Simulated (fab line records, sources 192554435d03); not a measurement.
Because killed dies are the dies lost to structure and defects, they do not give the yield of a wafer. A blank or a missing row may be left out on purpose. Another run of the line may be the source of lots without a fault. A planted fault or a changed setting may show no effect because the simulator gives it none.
fab line records	flow n5_finfet
record lots=9	wafers=27	last_day=18
route steps=1938 shown BEOL_M0_SAQP@676 BEOL_M4@1111 PASSIVATION@1936
lots with no fault: from the same line, run without faults
start_h: start of the lot's first displayed wafer, in hours after the record's first day	wait_h: time in hours since the lot's previous step	" unchanged from the row above	L1.1+2: a row that stands for several wafers	- no value, or no start was given	* or withheld: withheld	< > ~ a bound
route shown NAME@n: NAME is a module with steps in the file, n the number in the route of the first one	usual: the fault-free wafers' mean and standard deviation	same: alike in all rows	chamber/n: place in a boat	sites: per-site readings	_std_site: standard deviation of those values	_edge_site: mean of outer sites minus mean of inner sites	radius_mm: for every site, how far away it sits from the centre of the wafer	mask NAME#n: copy n	behind: tool/chamber where the wafer was last shaped	hold: why the lot was held/for how many hours/how that ended	device: transistor that didn't switch, given as n, p or np	end of line: the same wafers' tests at the end of the route	a step with no rows: only its recipe	killed: dies that structure and defects cost at the first sort, which is not the same as the wafer's yield	map: dies across one wafer; x = killed, . = not, _ = none there
set.NAME: the setting the step ran with; set.NAME@STEP: the setting that earlier step ran with	model.NAME: the simulator's own value behind a step, which no gauge read
steps of the route over a sample of lots; a table a step, a row a wafer
services: a tool's chamber out of use, with start hour (start_h, from the record's first day; less than 0 if before it), hours out, and reason
## steps
# step N5_BEOL_M0_SAQP_SPACER2_ALD_26
# recipe material=SiO2	target_thk_a=150	temp_c=300	ald_precursor_family=BDEAS	ald_co_reactant=O2-plasma	pulse_time_s=1	purge_time_s=2	co_reactant_purge_time_s=2	pressure_torr=2
# usual heater_power_w=477/58	precursor_pulse_height_rel=0.998/0.021
lot.wafer	tool	chamber	start_h	wait_h	heater_power_w	precursor_pulse_height_rel
L255.1	ald_sin-02	1	119.66	0.2	424	1.016
L255.2	"	2	"	"	466	1.013
L255.6	"	3	"	"	532	0.981
L258.2	ald_sin-04	3	141.39	0.4	572	1.005
L258.4	"	0	"	"	451	0.986
L258.5	"	3	"	"	586	0.984
L265.3	ald_sin-01	3	186.60	0.6	469	0.965
L265.4	"	0	"	"	444	1.021
L265.5	"	3	"	"	464	1.014
L267.2	ald_sin-04	0	192.32	0.6	466	0.969
L267.5	"	1	"	"	500	0.974
L267.6	"	2	"	"	430	0.991
L268.2	ald_sin-04	1	194.30	0.1	501	0.975
L268.3	"	3	"	"	586	1.002
L268.6	"	2	"	"	435	0.988
L269.2	ald_sin-01	2	205.41	0.1	558	0.997
L269.3	"	1	"	"	401	1.019
L269.4	"	3	"	"	475	0.983
L275.3	ald_sin-04	0	236.49	0.1	469	1.022
L275.4	"	2	"	"	420	1.018
L275.6	"	0	"	"	465	1.001
L276.1	ald_sin-01	3	239.17	0.1	470	0.992
L276.2	"	2	"	"	562	0.995
L276.6	"	2	"	"	560	0.999
L277.1	ald_sin-02	0	249.79	0.2	390	1.019
L277.3	"	2	"	"	477	0.973
L277.6	"	1	"	"	425	1.008
# step N5_BEOL_M0_SAQP_INSPECT_42
# recipe mode=adi	inspect_instrument=brightfield
# usual raw_defect_count=316/98
lot.wafer	tool	chamber	start_h	wait_h	raw_defect_count
L255.1	defect_inspect-02	-	120.80	0.1	258
L255.2	"	-	"	"	260
L255.6	"	-	"	"	415
L258.2	defect_inspect-02	-	142.66	0.0	214
L258.4	"	-	"	"	217
L258.5	"	-	"	"	141
L265.3	defect_inspect-02	-	187.74	0.0	310
L265.4	"	-	"	"	363
L265.5	"	-	"	"	306
L267.2	defect_inspect-02	-	193.47	0.0	478
L267.5	"	-	"	"	371
L267.6	"	-	"	"	404
L268.2	defect_inspect-01	-	195.45	0.0	351
L268.3	"	-	"	"	288
L268.6	"	-	"	"	392
L269.2	defect_inspect-01	-	206.55	0.0	298
L269.3	"	-	"	"	243
L269.4	"	-	"	"	222
L275.3	defect_inspect-01	-	237.74	0.0	353
L275.4	"	-	"	"	543
L275.6	"	-	"	"	347
L276.1	defect_inspect-01	-	240.40	0.1	317
L276.2	"	-	"	"	295
L276.6	"	-	"	"	302
L277.1	defect_inspect-02	-	251.09	0.2	414
L277.3	"	-	"	"	247
L277.6	"	-	"	"	365
# step N5_BEOL_M0_SAQP_ETCH_88
# recipe chemistry=N2/H2	target=underlayer	target_depth_a=65	time_s=5.2	ion_energy_ev=200	mask_material=CAR-EUV	pressure_mtorr=30	source_w=840	bias_w=150	n2_flow_sccm=200	h2_flow_sccm=200	ends=cleared
# usual drypump_motor_current_A=5.5/0.37	etch_rf_on_time_s=5.16/0.17	oes_product_au=0.68/0.078	rf_vpp_V=525.6/2.4	showerhead_plenum_p_Torr=2.61/0.071	throttle_valve_pct=17.73/0.22
lot.wafer	tool	chamber	start_h	wait_h	drypump_motor_current_A	etch_rf_on_time_s	oes_product_au	rf_hours_counter_h	rf_vpp_V	showerhead_plenum_p_Torr	throttle_valve_pct
L255.1	rie_diel-06	3	120.87	0.0	5.5	5.63	0.57	204	526.0	2.62	17.85
L255.2	"	0	"	"	5.0	5.10	0.65	148	526.5	2.66	17.77
L255.6	"	1	"	"	5.6	5.19	0.76	-	529.5	2.70	17.58
L258.2	rie_diel-05	2	142.73	0.0	5.2	5.11	0.79	13	523.7	2.60	17.37
L258.4	"	1	"	"	5.5	5.16	0.65	136	525.7	2.64	17.67
L258.5	"	3	"	"	5.8	4.95	0.62	-	529.0	2.63	17.75
L265.3	rie_diel-01	2	187.81	0.0	4.9	5.24	0.59	233	519.6	2.41	18.26
L265.4	"	3	"	"	5.1	5.00	0.80	23	527.2	2.71	17.69
L265.5	"	0	"	"	6.2	5.04	0.70	-	525.3	2.56	17.52
L267.2	rie_diel-05	2	193.53	0.0	5.2	5.19	0.76	28	523.5	2.59	17.37
L267.5	"	2	"	"	5.3	5.16	0.77	-	528.0	2.59	17.39
L267.6	"	3	"	"	5.8	4.98	0.62	-	525.1	2.63	17.77
L268.2	rie_diel-05	2	195.52	0.0	5.2	5.10	0.78	29	522.0	2.59	17.36
L268.3	"	1	"	"	5.5	5.10	0.63	153	525.4	2.63	17.69
L268.6	"	1	"	"	5.5	5.08	0.64	-	528.1	2.63	17.71
L269.2	rie_diel-05	3	206.62	0.0	5.7	4.92	0.61	220	526.2	2.63	17.80
L269.3	"	1	"	"	5.5	5.06	0.63	157	524.5	2.63	17.69
L269.4	"	0	"	"	6.0	5.01	0.77	39	524.0	2.59	17.47
L275.3	rie_diel-01	0	238.20	0.0	6.3	5.07	0.69	104	524.8	2.55	17.51
L275.4	"	2	"	"	4.9	5.18	0.60	247	519.2	2.41	18.27
L275.6	"	3	"	"	5.1	4.97	0.77	-	529.2	2.70	17.74
L276.1	rie_diel-06	2	241.10	0.0	5.5	5.20	0.71	67	524.6	2.58	17.65
L276.2	"	3	"	"	5.6	5.62	0.57	242	527.7	2.60	17.91
L276.6	"	3	"	"	5.6	5.56	0.57	-	523.6	2.60	17.91
L277.1	rie_diel-06	2	251.16	0.0	5.5	5.15	0.72	69	525.5	2.58	17.66
L277.3	"	3	"	"	5.6	5.62	0.55	245	525.5	2.60	17.90
L277.6	"	3	"	"	5.6	5.55	0.56	-	524.3	2.60	17.90
# step N5_BEOL_M0_SAQP_STRIP_75
# recipe chemistry=CF4	resist=SiARC	power_w=300	bias_power_w=75	pressure_mtorr=50	cf4_flow_sccm=150	rf_frequency_hz=6e+07
# usual bias_power_w=75.01/0.23	cf4_flow_sccm=150.0/0.46	drypump_motor_current_A=5.5/0.4	oes_product_au=0.185/0.019	rf_vpp_V=271.9/1.3	showerhead_plenum_p_Torr=1.83/0.052	throttle_valve_pct=13.46/0.23
lot.wafer	tool	chamber	start_h	wait_h	bias_power_w	cf4_flow_sccm	drypump_motor_current_A	oes_product_au	rf_hours_counter_h	rf_vpp_V	showerhead_plenum_p_Torr	throttle_valve_pct
L255.1	rie_diel-06	3	121.75	0.1	75.04	150.4	5.5	0.170	204	272.5	1.85	13.80
L255.2	"	0	"	"	75.21	149.5	5.0	0.176	148	273.1	1.86	13.47
L255.6	"	0	"	"	74.99	150.2	5.0	0.173	-	272.0	1.86	13.46
L258.2	rie_diel-05	0	144.10	0.1	75.07	150.0	6.0	0.204	24	272.7	1.84	13.27
L258.4	"	2	"	"	74.92	149.9	5.2	0.221	14	271.6	1.82	13.06
L258.5	"	1	"	"	75.52	150.2	5.5	0.174	-	273.3	1.85	13.54
L265.3	rie_diel-06	2	190.02	0.1	-	-	-	-	-	-	-	-
L265.4	"	3	"	"	-	-	-	-	-	-	-	-
L265.5	"	2	"	"	-	-	-	-	-	-	-	-
L267.2	rie_diel-05	1	194.41	0.1	-	-	-	-	-	-	-	-
L267.5	"	2	"	"	-	-	-	-	-	-	-	-
L267.6	"	3	"	"	-	-	-	-	-	-	-	-
L268.2	rie_diel-05	3	196.39	0.1	-	-	-	-	-	-	-	-
L268.3	"	0	"	"	-	-	-	-	-	-	-	-
L268.6	"	1	"	"	-	-	-	-	-	-	-	-
L269.2	rie_diel-06	2	207.49	0.1	74.82	149.7	5.5	0.197	58	271.2	1.82	13.34
L269.3	"	3	"	"	74.86	151.0	5.6	0.161	232	273.3	1.84	13.86
L269.4	"	1	"	"	74.73	150.5	5.6	0.195	52	272.4	1.90	13.39
L275.3	rie_diel-06	2	239.11	0.1	74.87	150.0	5.5	0.195	66	270.9	1.82	13.35
L275.4	"	3	"	"	74.58	150.0	5.6	0.158	241	274.5	1.84	13.88
L275.6	"	1	"	"	75.13	150.5	5.6	0.192	-	273.1	1.90	13.39
L276.1	rie_diel-05	0	241.98	0.1	75.10	149.9	6.0	0.202	49	271.6	1.84	13.33
L276.2	"	1	"	"	75.10	150.8	5.5	0.169	168	273.2	1.84	13.59
L276.6	"	0	"	"	75.15	150.0	6.0	0.202	-	273.2	1.84	13.33
L277.1	rie_diel-06	3	253.08	0.1	75.18	150.2	5.5	0.154	246	271.9	1.84	13.89
L277.3	"	0	"	"	75.33	149.9	5.0	0.168	190	272.1	1.84	13.57
L277.6	"	0	"	"	75.32	150.7	5.0	0.167	-	271.7	1.84	13.57
# step N5_BEOL_M4_RC_MEAS_101
# usual DIBL_N=36.1/1.9	DIBL_P=36.4/2.5	IOFF_N=0.16/0.036	IOFF_P=0.22/0.038	ION_N=672/11	ION_P=462/8	SS_N=71.6/0.68	SS_P=73.3/0.77	VT_N=250/3.3	VT_P=-250/3.6
lot.wafer	tool	chamber	start_h	wait_h	DIBL_N[mV/V]	DIBL_P[mV/V]	IOFF_N[nA/um]	IOFF_P[nA/um]	ION_N[uA/um]	ION_P[uA/um]	SS_N[mV/dec]	SS_P[mV/dec]	VT_N[mV]	VT_P[mV]
L255.1	prober-02	0	195.19	0.0	36.0	37.4	0.15	0.20	672	462	71.8	72.7	253	-249
L255.2	"	0	"	"	37.3	39.0	0.18	0.24	677	466	72.3	73.0	248	-245
L255.6	"	0	"	"	34.0	34.3	0.12	0.16	667	459	70.9	72.2	255	-253
L258.2	prober-01	0	204.61	0.2	36.6	39.0	0.18	0.23	686	472	71.1	74.4	247	-246
L258.4	"	0	"	"	34.1	34.5	0.11	0.16	668	456	71.7	72.6	255	-255
L258.5	"	0	"	"	38.1	38.5	0.18	0.22	674	458	72.2	73.5	248	-250
L265.3	prober-02	0	277.91	0.3	40.7	41.2	0.30	0.32	692	469	73.8	74.5	244	-245
L265.4	"	0	"	"	35.9	36.3	0.18	0.22	672	459	71.7	72.9	250	-250
L265.5	"	0	"	"	37.2	37.4	0.19	0.23	668	459	71.7	73.6	250	-250
L267.2	prober-01	0	279.38	0.2	36.3	36.3	0.15	0.21	649	448	71.2	73.1	252	-251
L267.5	"	0	"	"	37.1	38.0	0.18	0.23	688	463	72.0	73.9	247	-251
L267.6	"	0	"	"	34.0	34.8	0.12	0.18	645	452	71.3	73.1	257	-253
L268.2	prober-02	0	287.89	0.2	32.7	33.9	0.12	0.17	649	456	71.4	72.4	253	-253
L268.3	"	0	"	"	35.0	36.7	0.13	0.19	659	456	71.4	72.8	255	-253
L268.6	"	0	"	"	34.2	36.0	0.14	0.18	674	461	71.5	73.4	252	-254
L269.2	prober-01	0	288.11	0.2	34.9	33.6	0.13	0.24	663	472	70.4	72.7	251	-243
L269.3	"	0	"	"	35.8	32.5	0.14	0.22	660	463	70.8	73.4	250	-242
L269.4	"	0	"	"	37.4	36.1	0.16	0.30	672	474	71.4	73.4	252	-240
L275.3	prober-02	0	319.21	0.3	36.8	36.3	0.16	0.22	688	470	71.9	73.3	249	-249
L275.4	"	0	"	"	36.6	34.5	0.15	0.20	669	459	71.0	73.1	253	-250
L275.6	"	0	"	"	33.1	31.4	0.10	0.15	654	459	70.5	72.1	255	-255
L276.1	prober-02	0	326.95	0.0	32.3	33.4	0.13	0.16	667	454	70.2	72.0	253	-254
L276.2	"	0	"	"	33.8	34.3	0.15	0.17	667	457	70.9	71.7	252	-254
L276.6	"	0	"	"	34.3	33.7	0.15	0.16	660	449	72.2	72.4	254	-255
L277.1	prober-01	0	328.62	0.0	36.8	36.1	0.15	0.17	663	446	71.7	73.0	253	-254
L277.3	"	0	"	"	36.1	33.4	0.13	0.14	655	442	71.0	71.8	256	-258
L277.6	"	0	"	"	36.7	35.1	0.14	0.16	660	445	72.1	73.0	255	-257
# step N5_PASSIVATION_PROBE_49
# usual defect_limited_yield=91.2/1.4	killed_at_M0_to_M3=34/11	killed_at_M4_up=14/6.3	killed_at_contacts=13/7.4	killed_at_front_end=38/11	killed_at_other=4.3/2.9	killed_dies=103/17	killed_on_rim=14/4.1	killed_open=68/12	killed_short=34/8	sort_bin_4_leakage=0.00/0.027	sort_bin_5_function=5.1/0.9	sort_bin_6_memory=3.3/0.66	sort_n_pass=1077/17	sort_yield_pct=91.2/1.4
# same gross_dies=1180	killed_at_back_side=0	sort_bin_8_speed[%]=0
lot.wafer	tool	chamber	start_h	wait_h	defect_limited_yield[%]	killed_at_M0_to_M3	killed_at_M4_up	killed_at_contacts	killed_at_front_end	killed_at_other	killed_dies	killed_on_rim	killed_open	killed_short	sort_bin_4_leakage[%]	sort_bin_5_function[%]	sort_bin_6_memory[%]	sort_n_pass	sort_yield_pct[%]
L255.1	prober-01	-	308.64	0.0	92.2	41	14	6	26	5	92	13	66	24	0	4.4	3.1	1088	92.2
L255.2	prober-01	-	308.69	0.1	91.2	30	16	10	41	7	104	9	66	35	0	5.3	3.4	1076	91.2
L255.6	prober-01	-	308.89	0.3	93.1	20	7	8	41	5	81	13	54	25	0	4.3	2.3	1099	93.1
L258.2	prober-02	-	315.30	0.1	92.0	15	24	11	38	6	94	16	63	31	0	4.0	3.4	1086	92.0
L258.4	prober-02	-	315.40	0.2	91.3	16	21	11	49	6	103	18	73	30	0	4.7	3.7	1077	91.3
L258.5	prober-02	-	315.45	0.2	90.5	38	23	12	29	10	112	13	79	33	0	5.3	3.7	1068	90.5
L267.2	prober-02	-	383.00	0.1	91.4	32	15	15	33	7	102	17	57	43	0	5.8	2.7	1078	91.4
L267.5	prober-02	-	383.15	0.2	91.6	22	14	17	40	6	99	12	71	26	0	5.5	2.6	1081	91.6
L267.6	prober-02	-	383.20	0.3	90.8	47	14	20	26	1	108	12	62	45	0	5.8	3.2	1072	90.8
L265.3	prober-01	-	384.41	0.1	89.8	56	19	19	23	3	120	18	72	42	0.25	5.4	4.6	1057	89.6
L265.4	prober-01	-	384.46	0.2	91.4	28	11	22	25	16	102	19	65	30	0	5.3	3.0	1078	91.4
L265.5	prober-01	-	384.51	0.2	90.8	44	7	17	32	8	108	12	72	34	0	4.9	4.0	1072	90.8
L269.2	prober-01	-	397.73	0.1	92.5	12	15	7	46	8	88	12	59	24	0	4.7	2.6	1092	92.5
L269.3	prober-01	-	397.78	0.1	91.0	22	28	7	46	3	106	21	71	31	0	4.9	3.7	1074	91.0
L269.4	prober-01	-	397.83	0.2	93.1	25	14	7	32	3	81	10	51	29	0	3.9	2.6	1099	93.1
L268.2	prober-01	-	398.28	0.1	90.0	42	17	29	28	2	118	16	86	32	0	5.2	4.5	1062	90.0
L268.3	prober-01	-	398.33	0.1	91.3	41	5	35	19	3	103	10	72	31	0	5.4	3.1	1077	91.3
L268.6	prober-01	-	398.48	0.3	90.7	45	22	21	19	3	110	12	86	24	0	6.1	2.9	1070	90.7
L275.3	prober-02	-	430.55	0.1	90.8	49	18	2	38	2	109	16	72	37	0	5.6	3.3	1071	90.8
L275.4	prober-02	-	430.60	0.2	90.9	52	12	13	28	2	107	12	72	35	0	5.7	3.3	1073	90.9
L275.6	prober-02	-	430.70	0.3	89.5	56	13	6	46	3	124	16	89	35	0	5.6	4.4	1056	89.5
L276.1	prober-01	-	436.90	0.0	89.6	42	26	11	43	1	123	15	77	44	0	5.8	4.4	1057	89.6
L276.2	prober-01	-	436.95	0.1	92.5	29	17	19	23	1	89	20	63	26	0	4.7	2.5	1091	92.5
L276.6	prober-01	-	437.15	0.3	92.1	41	12	13	24	3	93	8	54	37	0	4.6	2.7	1087	92.1
L277.1	prober-01	-	439.94	0.0	91.0	30	22	12	37	5	106	8	72	31	0	5.1	3.6	1074	91.0
L277.3	prober-01	-	440.04	0.1	92.4	30	12	9	33	6	90	11	59	29	0	4.2	3.2	1090	92.4
L277.6	prober-01	-	440.19	0.3	88.9	55	14	13	46	3	131	18	87	43	0	6.7	4.2	1049	88.9
# killed by level:class
L255.1 BEOL_M1:geometric_particle:open=10 FIN_SAQP:geometric_particle:open=9 BEOL_M3:geometric_particle:open=9 MOL_CONTACT_COAG:geometric_particle:open=6 BEOL_M0_SAQP:geometric_particle:short=6 FIN_SAQP:geometric_particle:short=5 BEOL_M0_SAQP:geometric_particle:open=5 BEOL_M4:geometric_particle:open=5
L255.2 FIN_SAQP:geometric_particle:open=15 BEOL_M1:geometric_particle:open=11 FIN_SAQP:geometric_particle:short=7 MOL_CONTACT_COAG:geometric_particle:open=7 BEOL_M3:geometric_particle:open=6 BEOL_M4:geometric_particle:open=6 GATE_CUT:geometric_particle:short=4 BEOL_M6:geometric_particle:open=3
L255.6 FIN_SAQP:geometric_particle:open=16 STI_FIN_REVEAL:geometric_particle:open=7 FIN_SAQP:geometric_particle:short=6 MOL_CONTACT_COAG:geometric_particle:open=6 BEOL_M3:geometric_particle:open=6 GATE_CUT:geometric_particle:short=4 STARTING-WAFER:geometric_particle:open=4 BEOL_M0_SAQP:geometric_particle:open=3
L258.2 BEOL_M4:geometric_particle:open=11 FIN_SAQP:geometric_particle:open=9 FIN_SAQP:geometric_particle:short=8 MOL_CONTACT_COAG:geometric_particle:open=8 BEOL_M0_SAQP:geometric_particle:open=5 STI_FIN_REVEAL:geometric_particle:open=4 STARTING-WAFER:geometric_particle:open=4 BEOL_M2:geometric_particle:open=3
L258.4 STI_FIN_REVEAL:geometric_particle:open=15 BEOL_M4:geometric_particle:open=11 MOL_CONTACT_COAG:geometric_particle:open=10 FIN_SAQP:geometric_particle:open=6 FIN_SAQP:geometric_particle:short=6 DUMMY_GATE:geometric_particle:short=5 BEOL_M1:geometric_particle:open=5 BEOL_M0_SAQP:geometric_particle:open=4
L258.5 BEOL_M1:geometric_particle:open=14 BEOL_M4:geometric_particle:open=12 FIN_SAQP:geometric_particle:open=10 BEOL_M3:geometric_particle:open=10 MOL_CONTACT_COAG:geometric_particle:open=9 FIN_SAQP:geometric_particle:short=6 STI_FIN_REVEAL:geometric_particle:open=4 BEOL_M5:geometric_particle:short=4
L267.2 MOL_CONTACT_COAG:geometric_particle:open=12 BEOL_M0_SAQP:geometric_particle:short=9 BEOL_M4:geometric_particle:open=7 BEOL_M0_SAQP:geometric_particle:open=6 GATE_CUT:geometric_particle:short=5 STI_FIN_REVEAL:geometric_particle:open=4 ILD0:geometric_particle:short=4 BEOL_M3:geometric_particle:open=4
L267.5 MOL_CONTACT_COAG:geometric_particle:open=13 STI_FIN_REVEAL:geometric_particle:open=9 DUMMY_GATE:geometric_particle:open=8 BEOL_M3:geometric_particle:open=6 STARTING-WAFER:geometric_particle:open=5 FIN_SAQP:geometric_particle:short=4 BEOL_M0_SAQP:geometric_particle:open=4 MOL_CONTACT_COAG:geometric_particle:short=4
L267.6 BEOL_M0_SAQP:geometric_particle:short=22 MOL_CONTACT_COAG:geometric_particle:open=17 BEOL_M0_SAQP:geometric_particle:open=14 BEOL_M4:geometric_particle:open=8 FIN_SAQP:geometric_particle:open=7 BEOL_M4:geometric_particle:short=5 FIN_SAQP:geometric_particle:short=4 BEOL_M1:geometric_particle:open=4
L265.3 MOL_CONTACT_COAG:geometric_particle:open=16 BEOL_M0_SAQP:geometric_particle:open=15 BEOL_M0_SAQP:geometric_particle:short=12 BEOL_M1:geometric_particle:open=7 BEOL_M3:geometric_particle:open=7 BEOL_M3:geometric_particle:short=6 BEOL_M4:geometric_particle:open=6 BEOL_M5:geometric_particle:open=5
L265.4 MOL_CONTACT_COAG:geometric_particle:open=20 BEOL_M1:geometric_particle:open=7 BEOL_M0_SAQP:geometric_particle:short=6 BEOL_M0_SAQP:geometric_particle:open=6 PASS1_CAP:geometric_particle:open=6 FIN_SAQP:geometric_particle:short=5 FIN_SAQP:geometric_particle:open=4 BEOL_M3:geometric_particle:open=4
L265.5 FIN_SAQP:geometric_particle:open=15 MOL_CONTACT_COAG:geometric_particle:open=13 BEOL_M1:geometric_particle:open=11 BEOL_M1:geometric_particle:short=7 BEOL_M0_SAQP:geometric_particle:open=6 BEOL_M2:geometric_particle:open=6 FIN_SAQP:geometric_particle:short=5 BEOL_M0_SAQP:geometric_particle:short=5
L269.2 STI_FIN_REVEAL:geometric_particle:open=15 FIN_SAQP:geometric_particle:open=5 FIN_SAQP:geometric_particle:short=5 DUMMY_GATE:geometric_particle:open=4 MOL_CONTACT_COAG:geometric_particle:short=4 BEOL_M0_SAQP:geometric_particle:open=4 BEOL_M3:geometric_particle:open=4 BEOL_M4:geometric_particle:open=4
L269.3 STI_FIN_REVEAL:geometric_particle:open=20 BEOL_M4:geometric_particle:open=17 FIN_SAQP:geometric_particle:short=7 BEOL_M0_SAQP:geometric_particle:open=7 MOL_CONTACT_COAG:geometric_particle:open=6 GATE_CUT:geometric_particle:short=5 BEOL_M3:geometric_particle:open=4 BEOL_M0_SAQP:geometric_particle:short=4
L269.4 FIN_SAQP:geometric_particle:short=9 BEOL_M4:geometric_particle:open=7 STI_FIN_REVEAL:geometric_particle:open=6 MOL_CONTACT_COAG:geometric_particle:open=6 BEOL_M0_SAQP:geometric_particle:open=6 DUMMY_GATE:geometric_particle:open=5 BEOL_M0_SAQP:geometric_particle:short=5 FIN_SAQP:geometric_particle:open=4
L268.2 MOL_CONTACT_COAG:geometric_particle:open=25 BEOL_M0_SAQP:geometric_particle:open=11 FIN_SAQP:geometric_particle:open=8 BEOL_M3:geometric_particle:open=8 BEOL_M4:geometric_particle:open=8 BEOL_M0_SAQP:geometric_particle:short=7 BEOL_M2:geometric_particle:open=5 FIN_SAQP:geometric_particle:short=4
L268.3 MOL_CONTACT_COAG:geometric_particle:open=27 BEOL_M0_SAQP:geometric_particle:open=11 BEOL_M3:geometric_particle:open=11 MOL_CONTACT_COAG:geometric_particle:short=8 GATE_CUT:geometric_particle:short=7 BEOL_M2:geometric_particle:open=6 BEOL_M0_SAQP:geometric_particle:short=5 BEOL_M2:geometric_particle:short=4
L268.6 MOL_CONTACT_COAG:geometric_particle:open=16 BEOL_M3:geometric_particle:open=13 BEOL_M4:geometric_particle:open=12 BEOL_M2:geometric_particle:open=12 BEOL_M0_SAQP:geometric_particle:open=7 MOL_CONTACT_COAG:geometric_particle:short=5 BEOL_M0_SAQP:geometric_particle:short=5 DUMMY_GATE:geometric_particle:open=4
L275.3 BEOL_M0_SAQP:geometric_particle:short=15 BEOL_M4:geometric_particle:open=13 BEOL_M1:geometric_particle:open=11 BEOL_M3:geometric_particle:open=9 STI_FIN_REVEAL:geometric_particle:open=8 FIN_SAQP:geometric_particle:open=7 FIN_SAQP:geometric_particle:short=5 STI_FIN_REVEAL:geometric_particle:short=4
L275.4 BEOL_M0_SAQP:geometric_particle:short=14 MOL_CONTACT_COAG:geometric_particle:open=12 BEOL_M3:geometric_particle:open=12 BEOL_M1:geometric_particle:open=9 FIN_SAQP:geometric_particle:short=7 BEOL_M0_SAQP:geometric_particle:open=7 BEOL_M4:geometric_particle:open=7 BEOL_M2:geometric_particle:open=5
L275.6 BEOL_M0_SAQP:geometric_particle:short=17 BEOL_M0_SAQP:geometric_particle:open=16 STI_FIN_REVEAL:geometric_particle:open=15 FIN_SAQP:geometric_particle:open=14 BEOL_M4:geometric_particle:open=11 BEOL_M2:geometric_particle:open=10 MOL_CONTACT_COAG:geometric_particle:open=6 BEOL_M1:geometric_particle:open=5
L276.1 BEOL_M4:geometric_particle:open=17 FIN_SAQP:geometric_particle:short=16 BEOL_M0_SAQP:geometric_particle:short=14 BEOL_M3:geometric_particle:open=12 MOL_CONTACT_COAG:geometric_particle:open=10 FIN_SAQP:geometric_particle:open=9 BEOL_M0_SAQP:geometric_particle:open=7 STI_FIN_REVEAL:geometric_particle:open=5
L276.2 MOL_CONTACT_COAG:geometric_particle:open=13 FIN_SAQP:geometric_particle:short=11 BEOL_M2:geometric_particle:open=10 BEOL_M4:geometric_particle:open=9 BEOL_M0_SAQP:geometric_particle:open=7 MOL_CONTACT_COAG:geometric_particle:short=6 BEOL_M3:geometric_particle:open=5 BEOL_M0_SAQP:geometric_particle:short=4
L276.6 BEOL_M0_SAQP:geometric_particle:short=11 MOL_CONTACT_COAG:geometric_particle:open=10 BEOL_M0_SAQP:geometric_particle:open=10 BEOL_M3:geometric_particle:open=9 STI_FIN_REVEAL:geometric_particle:open=7 BEOL_M3:geometric_particle:short=5 FIN_SAQP:geometric_particle:open=4 BEOL_M4:geometric_particle:short=4
L277.1 STI_FIN_REVEAL:geometric_particle:open=12 BEOL_M0_SAQP:geometric_particle:open=11 MOL_CONTACT_COAG:geometric_particle:open=10 BEOL_M4:geometric_particle:open=10 BEOL_M0_SAQP:geometric_particle:short=7 BEOL_M2:geometric_particle:open=4 FIN_SAQP:geometric_particle:short=4 BEOL_M0:geometric_particle:open=4
L277.3 STI_FIN_REVEAL:geometric_particle:open=15 BEOL_M0_SAQP:geometric_particle:short=10 MOL_CONTACT_COAG:geometric_particle:open=8 BEOL_M0_SAQP:geometric_particle:open=8 BEOL_M4:geometric_particle:open=7 FIN_SAQP:geometric_particle:short=5 DUMMY_GATE:geometric_particle:open=4 BEOL_M3:geometric_particle:open=4
L277.6 BEOL_M0_SAQP:geometric_particle:short=18 BEOL_M0_SAQP:geometric_particle:open=15 MOL_CONTACT_COAG:geometric_particle:open=11 STI_FIN_REVEAL:geometric_particle:open=10 FIN_SAQP:geometric_particle:open=9 BEOL_M4:geometric_particle:open=8 FIN_SAQP:geometric_particle:short=7 BEOL_M2:geometric_particle:open=5
## services
tool	chamber	start_h	hours	kind
ald_sin-01	0	99.43	-	clean
ald_sin-01	1	99.43	-	clean
ald_sin-01	2	99.43	-	clean
ald_sin-01	3	99.43	-	clean
rie_diel-01	3	99.51	-	clean
rie_diel-01	3	99.51	-	consumable_replace:focus_ring
rie_diel-01	3	99.51	-	consumable_replace:showerhead
rie_diel-01	3	99.51	16.1	scheduled_down
rie_diel-01	3	99.51	16.1	vent_cycle
rie_diel-05	-	114.50	1.7	repair
ald_sin-04	-	127.12	2.8	pm
rie_diel-06	1	137.19	5.7	repair
rie_diel-01	-	159.20	4.3	pm
rie_diel-01	0	168.31	12.2	repair
rie_diel-05	0	174.08	11.0	repair
ald_sin-01	2	175.05	4.1	repair
rie_diel-05	2	176.32	5.8	repair
ald_sin-02	-	178.62	14.0	pm
ald_sin-02	0	178.62	14.0	vent_cycle
ald_sin-02	1	178.62	14.0	vent_cycle
rie_diel-06	2	202.14	2.7	repair
rie_diel-06	1	212.35	3.7	repair
rie_diel-06	-	223.62	2.8	pm
ald_sin-04	0	235.96	-	calibration
## key
first_sign step=N5_BEOL_M0_SAQP_STRIP_75	reading=tool_record	direction=missing
effect none on later readings
met_at N5_BEOL_M0_SAQP_STRIP_75
struck_lots L265,L267,L268
not_acting_at N5_BEOL_M0_SAQP_SPACER2_ALD_26,N5_BEOL_M0_SAQP_INSPECT_42,N5_BEOL_M0_SAQP_ETCH_88
onset_between 144.10 190.02
fault kind=skipped_step_whole	tool=rie_diel-05,rie_diel-06	chamber=-	onset_h=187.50	steps=N5_BEOL_M0_SAQP_STRIP_75	scope=struck_lots_only
